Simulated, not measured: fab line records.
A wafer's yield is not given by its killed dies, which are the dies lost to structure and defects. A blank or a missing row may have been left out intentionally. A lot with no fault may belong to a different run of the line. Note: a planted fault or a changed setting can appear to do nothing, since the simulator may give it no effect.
Chamber matching | flow n5 finfet | ald metal-04 running N5_BEOL_M11_ALD_74: 4 sister chambers
The step deposits TaN, target thk 2 nm, pulse time 2 s, purge time 3 s. 4 wafers are shown with their chamber, then 7 later ones without.

== EACH WAFER AND ITS CHAMBER ==
wafer  | chamber | heater power w (W)
L431.1 | 3       | 408
L431.5 | 2       | 370
L434.1 | 1       | 422
L434.2 | 0       | 369

== WAFERS WHOSE CHAMBER IS MISSING ==
wafer  | heater power w (W)
L434.5 | 379
L433.1 | 418
L433.4 | 365
L433.5 | 379
L437.1 | 380
L437.2 | 396
L437.4 | 374

== THE CHAMBER EACH PASSED THROUGH ==
wafer  | from the rows above               | in truth
L434.5 | can't be placed: 2 or 0           | 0
L433.1 | can't be placed: 1 or 3           | 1
L433.4 | can't be placed: 0 or 2           | 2
L433.5 | can't be placed: 2 or 0           | 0
L437.1 | can't be placed: 2 or 0           | 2
L437.2 | can't be placed: 3 or 1 or 2 or 0 | 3
L437.4 | can't be placed: 2 or 0           | 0
Correctly placed: 0 of 7. These rows do not allow placing 7 (true chamber among the candidates in 7). 0 placed wrongly.
How it was worked out, from the rows above alone: a wafer's distance from a chamber is the root of the sum, over the readings, of the square of ((its reading less the chamber's mean) divided by the reading's scatter). If the next closest chamber is less than 2 further off than the closest, the wafer can't be placed; otherwise it belongs to the closest. For every chamber, the mean is computed from those of its wafers that are shown. The scatter: root of mean squared gap, hidden wafer to nearest shown wafer, with one shown wafer a chamber.
